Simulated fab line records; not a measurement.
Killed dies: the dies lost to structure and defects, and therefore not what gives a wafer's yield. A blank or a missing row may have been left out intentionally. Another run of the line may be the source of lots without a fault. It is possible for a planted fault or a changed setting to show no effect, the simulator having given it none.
8D (eight disciplines) problem report, filled in by code ; flow n5Finfet ; the parts of the form that need people (team, actions taken, sign-off) are left out

== 1. WHAT IS WRONG ==
Mean of cdNm at N5_BEOL_M0_SAQP_CD_MEAS_25: 11.28 nm across 3 wafers in 2 lots; on wafers with no fault it is 12.78 nm (standard deviation 0.24). That puts it -6.2 standard deviations away from the usual mean.
The step: target cd 13.1 nm.
Earliest sighting: wafer L202.4 on cdSem-01 at day 7 09:56. At this step, 27 wafers from 9 lots have a number in the record. The rule behind "out" and "out of limits": a value lying over 4 standard deviations away from the usual mean. The other wafers with a number count as sound.

== 2. WHAT THIS IS AND IS NOT ==
question;is;is not
which readings at this step;cdNm;-
which lots;L202, L206;L195, L196, L198, L208, L213, L214, L217
which wafers of those lots;L202.4, L202.5, L206.5;L202.3, L206.1, L206.3
read on which gauges;cdSem-01, cdSem-02;cdSem-03
when;from day 7 09:56;"up to then (10 sound wafers); but 14 sound wafers of L206, L208, L213, L214, L217 came after"

== 3. WHAT RULES OUT EACH SUSPECT ==
Counting: any tool at a process step up to the reading remains a suspect provided it ran every lot that is out. Sound lots after the first of them don't rule it out here, since some wafers of a struck lot are sound.
- ruled out: the gauge at N5_BEOL_M0_SAQP_CD_MEAS_25. 2 gauges (cdSem-01, cdSem-02) read the wafers that are out.
- aldSin-02 at N5_BEOL_M0_SAQP_SPACER1_ALD_98 (deposits SiO2, target thk 12.8 nm, pulse time 1 s, purge time 2 s): kept. Ran every lot that is out, first one L202 (day 7 09:10); last sound lot up to then L198 (day 6 12:24).
Remaining after the count: aldSin-02 at N5_BEOL_M0_SAQP_SPACER1_ALD_98.

== 4. THE CAUSE (what the simulator had put in) ==
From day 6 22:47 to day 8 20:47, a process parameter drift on aldSin-02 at N5_BEOL_M0_SAQP_SPACER1_ALD_98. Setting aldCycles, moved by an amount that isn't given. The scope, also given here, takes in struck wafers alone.
This tool alone remained once counting was done.

== 5. THE CHAIN OF EFFECTS, in route order ==
Each row: a reading whose mean over the struck wafers that have a number lies more than 3 standard deviations from the usual. Readings are gone through only where the record gives a usual standard deviation; hours: the median, over the lots, of the time from a lot's start at the first step in this table giving one to that lot's start at this step; sigmas: the change measured in usual standard deviations.
hours;step;reading;usual;on struck wafers;change;sigmas
0;N5_BEOL_M0_SAQP_CD_MEAS_25;cdNm;12.78 nm;11.28;-1.50;-6.2
At these later measuring or inspecting steps, every struck wafer for which the step has a row has a number for every such reading, and none has moved that far: N5_BEOL_M4_RC_MEAS_101.

== 6. HOW IT WOULD HAVE BEEN CAUGHT EARLIER ==
The first out-of-limits reading at a measuring or inspecting step in this record came at day 7 09:56, 11 hours after the fault's start at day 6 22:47.
Of the tool readings at N5_BEOL_M0_SAQP_SPACER1_ALD_98 for which the record gives a usual standard deviation, none was out on any struck wafer, so an alarm limit of 4 standard deviations on them would not have fired.
Lots out: 2; of these, L206 started N5_BEOL_M0_SAQP_SPACER1_ALD_98 on aldSin-02 after day 7 09:56. It would have been spared by a hold on the tool at that moment.
